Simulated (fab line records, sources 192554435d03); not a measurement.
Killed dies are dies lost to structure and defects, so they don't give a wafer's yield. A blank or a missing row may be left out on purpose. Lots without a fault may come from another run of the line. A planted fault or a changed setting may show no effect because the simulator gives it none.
Which tool did it? | flow n5_finfet | 11 lots, 28 wafers sampled, at 6 steps of a route of 1938

WHAT THE GAUGES READ, wafer by wafer
N5_BEOL_M3_THK_MEAS_01.
lot  | measured     | on            | M3_ILD_THK (nm)
L958 | day 7 15:08  | film_metro-02 | 78.4 77.5 79.5
L959 | day 7 21:38  | film_metro-02 | 78.2 80.3
L961 | day 7 23:41  | film_metro-01 | 77.1 79.8
L960 | day 8 04:33  | film_metro-02 | 78.3 80.0
L964 | day 8 13:19  | film_metro-01 | 78.3 78.1 78.7
L968 | day 11 00:30 | film_metro-02 | 78.4 79.2
L969 | day 11 00:47 | film_metro-01 | 79.0 79.9 80.8
L971 | day 11 06:50 | film_metro-01 | 77.6 79.0 78.7
L970 | day 11 07:23 | film_metro-02 | 115.2 116.4 80.3
L972 | day 11 16:15 | film_metro-02 | 114.7 78.7 79.3
L979 | day 13 01:28 | film_metro-01 | 113.6 116.3

N5_BEOL_M4_RC_MEAS_101.
lot  | measured     | on        | DIBL_N (mV/V)  | DIBL_P (mV/V)  | IOFF_N (nA/um) | IOFF_P (nA/um) | ION_N (uA/um) | ION_P (uA/um) | SS_N (mV/dec)  | SS_P (mV/dec)  | VT_N (mV)   | VT_P (mV)
L958 | day 8 17:21  | prober-02 | 37.6 40.3 36.1 | 37.9 40.5 35.1 | 0.16 0.23 0.15 | 0.23 0.27 0.18 | 671 691 666   | 455 471 453   | 71.6 71.8 70.9 | 73.9 75.4 73.0 | 248 243 251 | -250 -247 -253
L959 | day 9 12:31  | prober-02 | 39.2 39.5      | 39.0 38.4      | 0.22 0.22      | 0.23 0.24      | 689 677       | 462 464       | 72.0 72.4      | 74.0 73.7      | 246 245     | -252 -252
L961 | day 9 01:02  | prober-01 | 34.2 34.4      | 34.7 34.6      | 0.15 0.15      | 0.20 0.20      | 675 676       | 464 471       | 70.5 70.9      | 72.9 73.6      | 249 250     | -249 -248
L960 | day 9 16:39  | prober-01 | 32.0 36.2      | 31.3 37.0      | 0.11 0.19      | 0.16 0.25      | 660 694       | 462 475       | 70.6 71.7      | 72.4 73.5      | 256 246     | -253 -248
L964 | day 10 22:04 | prober-02 | 34.9 35.3 34.3 | 34.9 33.9 33.7 | 0.15 0.15 0.14 | 0.20 0.19 0.19 | 681 666 667   | 470 458 469   | 71.3 71.8 71.0 | 73.2 72.7 72.7 | 247 249 250 | -250 -248 -253
L968 | day 12 10:33 | prober-02 | 35.0 35.8      | 34.6 35.2      | 0.12 0.13      | 0.17 0.18      | 667 664       | 456 452       | 71.5 71.1      | 72.6 72.2      | 256 254     | -254 -252
L969 | day 12 12:31 | prober-01 | 38.7 37.4 39.8 | 36.9 35.4 39.0 | 0.17 0.15 0.20 | 0.20 0.18 0.24 | 686 657 690   | 460 455 466   | 71.9 71.2 72.5 | 73.5 73.8 74.3 | 248 254 249 | -252 -254 -252
L971 | day 12 18:41 | prober-02 | 39.9 35.5 37.2 | 40.4 34.8 36.8 | 0.25 0.16 0.18 | 0.28 0.19 0.23 | 707 663 674   | 470 453 462   | 72.9 71.0 72.1 | 75.2 73.6 74.4 | 245 251 249 | -248 -251 -249
L970 | day 13 02:16 | prober-01 | 37.2           | 37.2           | 0.16           | 0.19           | 672           | 452           | 72.5           | 73.2           | 254         | -253
L972 | day 13 06:54 | prober-02 | 38.1 34.3      | 39.5 34.0      | 0.18 0.11      | 0.24 0.15      | 683 661       | 474 453       | 72.7 70.8      | 73.6 72.9      | 252 255     | -250 -255

WHICH TOOL RAN EACH LOT (tool, then ch and the chambers of the sampled wafers, then the start)
lot  | N5_BEOL_M2_ANNEAL_51             | N5_BEOL_M2_PRE_CLEAN_60         | N5_BEOL_M3_ILD_DEP_00           | N5_BEOL_M3_HM_DEP_02
L958 | rtp_anneal-01 ch 0, day 7 14:10  | cvd_co-02 ch 0,1,2, day 7 14:47 | pecvd-04 ch 0,2, day 7 15:05    | pvd_sputter-01, day 7 16:36
L959 | rtp_anneal-02 ch 0, day 7 20:45  | cvd_co-01 ch 1,2, day 7 21:17   | pecvd-04 ch 0,2, day 7 21:34    | pvd_sputter-03, day 8 00:09
L961 | rtp_anneal-02 ch 0, day 7 22:46  | cvd_co-02 ch 0,2, day 7 23:19   | pecvd-04 ch 0,2, day 7 23:37    | pvd_sputter-01, day 8 00:48
L960 | rtp_anneal-01 ch 0, day 8 03:34  | cvd_co-02 ch 0,1, day 8 04:12   | pecvd-04 ch 0,1, day 8 04:29    | pvd_sputter-03, day 8 04:50
L964 | rtp_anneal-01 ch 0, day 8 12:19  | cvd_co-02 ch 1,2, day 8 12:57   | pecvd-03 ch 0,2, day 8 13:14    | pvd_sputter-01, day 8 14:23
L968 | rtp_anneal-02 ch 0, day 10 23:31 | cvd_co-02 ch 1, day 11 00:08    | pecvd-04 ch 1,2, day 11 00:26   | pvd_sputter-01, day 11 01:12
L969 | rtp_anneal-01 ch 0, day 10 23:49 | cvd_co-02 ch 0,2, day 11 00:26  | pecvd-04 ch 0,2, day 11 00:44   | pvd_sputter-02, day 11 02:59
L971 | rtp_anneal-01 ch 0, day 11 05:53 | cvd_co-02 ch 1,2, day 11 06:28  | pecvd-04 ch 2, day 11 06:45     | pvd_sputter-01, day 11 10:08
L970 | rtp_anneal-02 ch 0, day 11 06:22 | cvd_co-02 ch 0,1, day 11 07:01  | pecvd-04 ch 1,2, day 11 07:18   | pvd_sputter-01, day 11 10:16
L972 | rtp_anneal-01 ch 0, day 11 15:15 | cvd_co-02 ch 1,2, day 11 15:53  | pecvd-04 ch 0,1,2, day 11 16:11 | pvd_sputter-01, day 11 18:00
L979 | rtp_anneal-02 ch 0, day 13 00:27 | cvd_co-02 ch 0,2, day 13 01:05  | pecvd-04 ch 1, day 13 01:23     | pvd_sputter-03, day 13 05:46
- N5_BEOL_M2_ANNEAL_51: time 90 s.
- N5_BEOL_M2_PRE_CLEAN_60: time 15 s.
- N5_BEOL_M3_ILD_DEP_00: deposits SiOC from DEMS/O2, target thk 79 nm, time 15.3 s.
- N5_BEOL_M3_HM_DEP_02: deposits TiN, target thk 20 nm.

WHAT THE TOOLS THEMSELVES READ (means of the sampled wafers that have a number; where no wafer has one, the mark that the record gives instead)
N5_BEOL_M2_ANNEAL_51.
lot  | tool          | wafer_temp_C_max
L958 | rtp_anneal-01 | 226.10
L959 | rtp_anneal-02 | 226.59
L961 | rtp_anneal-02 | 226.24
L960 | rtp_anneal-01 | 226.12
L964 | rtp_anneal-01 | 226.29
L968 | rtp_anneal-02 | 226.34
L969 | rtp_anneal-01 | 226.02
L971 | rtp_anneal-01 | 225.78
L970 | rtp_anneal-02 | 226.16
L972 | rtp_anneal-01 | 225.81
L979 | rtp_anneal-02 | 226.21

N5_BEOL_M2_PRE_CLEAN_60.
lot  | tool      | heater_power_w (W)
L958 | cvd_co-02 | 76
L959 | cvd_co-01 | 96
L961 | cvd_co-02 | 60
L960 | cvd_co-02 | 76
L964 | cvd_co-02 | 88
L968 | cvd_co-02 | 112
L969 | cvd_co-02 | 66
L971 | cvd_co-02 | 92
L970 | cvd_co-02 | 65
L972 | cvd_co-02 | 91
L979 | cvd_co-02 | 62

N5_BEOL_M3_ILD_DEP_00.
lot  | tool     | chamber_pressure_Torr (Torr) | heater_power_w (W) | showerhead_plenum_p_Torr (Torr) | throttle_valve_pct (%)
L958 | pecvd-04 | 4.999                        | 385                | 5.727                           | 12.0
L959 | pecvd-04 | 5.001                        | 432                | 5.713                           | 11.9
L961 | pecvd-04 | 4.986                        | 422                | 5.709                           | 11.9
L960 | pecvd-04 | 5.002                        | 371                | 5.713                           | 12.2
L964 | pecvd-03 | 4.997                        | 465                | 5.669                           | 11.5
L968 | pecvd-04 | 4.992                        | 412                | 5.698                           | 11.9
L969 | pecvd-04 | 5.003                        | 409                | 5.715                           | 12.2
L971 | pecvd-04 | 5.006                        | 482                | 5.707                           | 11.4
L970 | pecvd-04 | 4.986                        | 443                | 5.700                           | 12.0
L972 | pecvd-04 | 4.998                        | 383                | 5.702                           | 12.1
L979 | pecvd-04 | 5.006                        | 440                | 5.692                           | 12.4

N5_BEOL_M3_HM_DEP_02.
lot  | tool           | throttle_valve_pct (%)
L958 | pvd_sputter-01 | 31.4
L959 | pvd_sputter-03 | 29.2
L961 | pvd_sputter-01 | 31.3
L960 | pvd_sputter-03 | 29.8
L964 | pvd_sputter-01 | 31.2
L968 | pvd_sputter-01 | 31.2
L969 | pvd_sputter-02 | 30.1
L971 | pvd_sputter-01 | 31.5
L970 | pvd_sputter-01 | 31.1
L972 | pvd_sputter-01 | 31.5
L979 | pvd_sputter-03 | 30.1

THE ANSWER, worked out from the rows above alone
Rule: what is usual is taken from the lots themselves. Put in order of their means at a reading, lots are off if they are a third of the lots or fewer, leave a main group of 4 or more, and stand apart from it by a gap of 3 or more times the standard deviation of the main group's means; of several such gaps the widest counts. A main group whose means are all the same, to the digits that the tables above print for the reading, isn't used. A lot without any number at a reading at which 4 lots or more have one is off too. The other lots that the step has rows for count as sound. The gauges are gone through in route order, then the tools' own readings, and for those a lot's mean is taken as printed above. The first step at which some lot is off is used, and at that step the reading that is off furthest; a lot without a number counts as furthest.
Off: L970, L972, L979, at N5_BEOL_M3_THK_MEAS_01 (M3_ILD_THK). The main group: mean 78.9 nm, standard deviation 0.51.
A tool fits if, at a process step before that reading, it ran every lot that is off, and no sound lot after the first of them. The gauges at N5_BEOL_M3_THK_MEAS_01 are tried like those tools. Can't be told from this: 2 tools fit, cvd_co-02 at N5_BEOL_M2_PRE_CLEAN_60, pecvd-04 at N5_BEOL_M3_ILD_DEP_00.

WHAT THE SIMULATOR HAD PUT IN
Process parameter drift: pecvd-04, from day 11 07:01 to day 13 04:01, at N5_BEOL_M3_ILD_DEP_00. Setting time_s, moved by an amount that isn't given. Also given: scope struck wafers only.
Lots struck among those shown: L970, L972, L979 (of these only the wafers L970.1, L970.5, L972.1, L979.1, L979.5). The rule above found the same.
